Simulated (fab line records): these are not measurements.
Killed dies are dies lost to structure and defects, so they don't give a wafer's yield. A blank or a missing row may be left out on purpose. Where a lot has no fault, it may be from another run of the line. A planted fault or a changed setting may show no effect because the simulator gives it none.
Split-lot study | flow n5_finfet | 39 wafers read across 7 lots, on a route 1938 steps long

ON THE SPLIT
At N5_MOL_CONTACT_COAG_ETCHBACK_136 (etches SiO2 in CHF3, target depth 25 nm, time 16.7 s), the setting target_depth_a was moved away from the recipe's 250 angstrom on 9 of the 39 wafers read, by -11.2% to +7.2%. The other wafers ran this setting at the recipe's value.

FROM THE SPLIT TO THE READING: what the file shows between them, 1 step
- N5_MOL_CONTACT_COAG_STRIP_120: strips in CHF3

THE READING
etch.depth_nm (the simulator's own value, which no gauge read), in nm, at N5_MOL_CONTACT_COAG_VIA_ETCH_117 (etches SiO2 in C4F6/O2, target depth 40 nm, overetch 8 nm, time 26 s). No usual value for it is given in the file. Across the 30 wafers here that went through the recipe, the average is 39.89 nm and the standard deviation 0.37 nm.

wafer  | tool, chamber at the split | target_depth_a as run, angstrom | against the recipe | etch.depth_nm, nm | against lot-mates on the recipe
L074.1 | rie_diel-03, 1,0,3,1,3,0   | 250                             | recipe             | 39.62             | -
L074.2 | rie_diel-03, 1,0,3,1,3,0   | 250                             | recipe             | 40.17             | -
L074.3 | rie_diel-03, 1,0,3,1,3,0   | 250                             | recipe             | 40.19             | -
L074.4 | rie_diel-03, 1,0,3,1,3,0   | 250                             | recipe             | 39.72             | -
L074.5 | rie_diel-03, 1,0,3,1,3,0   | 250                             | recipe             | 40.2              | -
L074.6 | rie_diel-03, 1,0,3,1,3,0   | 250                             | recipe             | 39.97             | -
L076.1 | rie_diel-01, 3,2,1,0,0,3   | 250                             | recipe             | 39.17             | -
L076.2 | rie_diel-01, 3,2,1,0,0,3   | 250                             | recipe             | 39.52             | -
L076.3 | rie_diel-01, 3,2,1,0,0,3   | 250                             | recipe             | 39.64             | -
L076.4 | rie_diel-01, 3,2,1,0,0,3   | 250                             | recipe             | 39.66             | -
L076.5 | rie_diel-01, 3,2,1,0,0,3   | 250                             | recipe             | 39.87             | -
L076.6 | rie_diel-01, 3,2,1,0,0,3   | 250                             | recipe             | 39.33             | -
L086.1 | rie_diel-04, 1,2,1         | 263.4                           | +5.4%              | 38.51             | -1.56
L086.2 | rie_diel-04, 0,2,3         | 250                             | recipe             | 39.85             | -
L086.3 | rie_diel-04, 0,2,3         | 250                             | recipe             | 39.71             | -
L086.4 | rie_diel-04, 0,2,3         | 250                             | recipe             | 40.65             | -
L086.5 | rie_diel-04, 1,2,1         | 263.4                           | +5.4%              | 38.41             | -1.66
L086.6 | rie_diel-04, 1,2,1         | 263.4                           | +5.4%              | 38.58             | -1.49
L085.1 | rie_diel-04, 2,0,1         | 250                             | recipe             | 39.9              | -
L085.2 | rie_diel-04, 2,0,1         | 250                             | recipe             | 40.16             | -
L085.3 | rie_diel-04, 3,1,0         | 221.9                           | -11.2%             | 43.63             | +3.55
L085.4 | rie_diel-04, 2,0,1         | 250                             | recipe             | 40.18             | -
L085.5 | rie_diel-04, 3,1,0         | 221.9                           | -11.2%             | 42.78             | +2.70
L085.6 | rie_diel-04, 3,1,0         | 221.9                           | -11.2%             | 42.8              | +2.72
L090.2 | rie_diel-03, 2,1,1         | 250                             | recipe             | 40.13             | -
L090.3 | rie_diel-03, 2,1,1         | 250                             | recipe             | 39.46             | -
L090.5 | rie_diel-03, 2,1,1         | 250                             | recipe             | 39.38             | -
L095.1 | rie_diel-04, 0,2,1,3,0,1   | 250                             | recipe             | 40.22             | -
L095.2 | rie_diel-04, 0,2,1,3,0,1   | 250                             | recipe             | 39.97             | -
L095.3 | rie_diel-04, 0,2,1,3,0,1   | 250                             | recipe             | 40.4              | -
L095.4 | rie_diel-04, 0,2,1,3,0,1   | 250                             | recipe             | 39.34             | -
L095.5 | rie_diel-04, 0,2,1,3,0,1   | 250                             | recipe             | 40.32             | -
L095.6 | rie_diel-04, 0,2,1,3,0,1   | 250                             | recipe             | 40.32             | -
L097.1 | rie_diel-04, 3,0,2         | 250                             | recipe             | 39.43             | -
L097.2 | rie_diel-04, 1,3,0         | 268.1                           | +7.2%              | 38.57             | -1.31
L097.3 | rie_diel-04, 3,0,2         | 250                             | recipe             | 40.24             | -
L097.4 | rie_diel-04, 3,0,2         | 250                             | recipe             | 39.97             | -
L097.5 | rie_diel-04, 1,3,0         | 268.1                           | +7.2%              | 37.48             | -2.40
L097.6 | rie_diel-04, 1,3,0         | 268.1                           | +7.2%              | 38.54             | -1.34
When a row names more than one chamber, that row covers several wafers, and the file does not tell which wafer ran in which chamber.

THE FIT
A straight line over all 39 wafers: etch.depth_nm changes by -0.267 nm for each +1% of target_depth_a; r = -0.94; the points scatter about the line by 0.39 nm.
The same after taking each lot's own level away (the mean of its wafers on the recipe; 39 wafers): -0.261 nm for each +1%; r = -0.95; scatter 0.34 nm.
According to that fit, moving target_depth_a by its largest amount changes the reading by 2.9 nm.
Across the lots, their own levels run from 39.532 to 40.095 nm, a range of 1.5 times the standard deviation given above.
Hence the lot-to-lot level has little effect on the slope; both slopes agree.
Check: for one of the wafers moved furthest among these (-11.2%), held out of the fit, the line's prediction against its lot-mates is +2.76 nm. Against them it came out at +3.55 nm.

THE WHOLE CHAIN: every reading that the file lists as answering this split, in the file's order
step                             | what it does                                                         | reading                                                                            | change (the file's fit)               | r (the file's)
N5_MOL_CONTACT_COAG_VIA_ETCH_117 | etches SiO2 in C4F6/O2, target depth 40 nm, overetch 8 nm, time 26 s | MOL_CONTACT_COAG.feature_depth_nm (the simulator's own value, which no gauge read) | -0.257 nm for each +1% of the setting | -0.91
N5_MOL_CONTACT_COAG_VIA_ETCH_117 | etches SiO2 in C4F6/O2, target depth 40 nm, overetch 8 nm, time 26 s | etch.depth_nm (the simulator's own value, which no gauge read)                     | -0.261 nm for each +1% of the setting | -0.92

THE FILE'S OWN FIT
etch.depth_nm changes by -0.261 nm for each +1% of target_depth_a, r = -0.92.
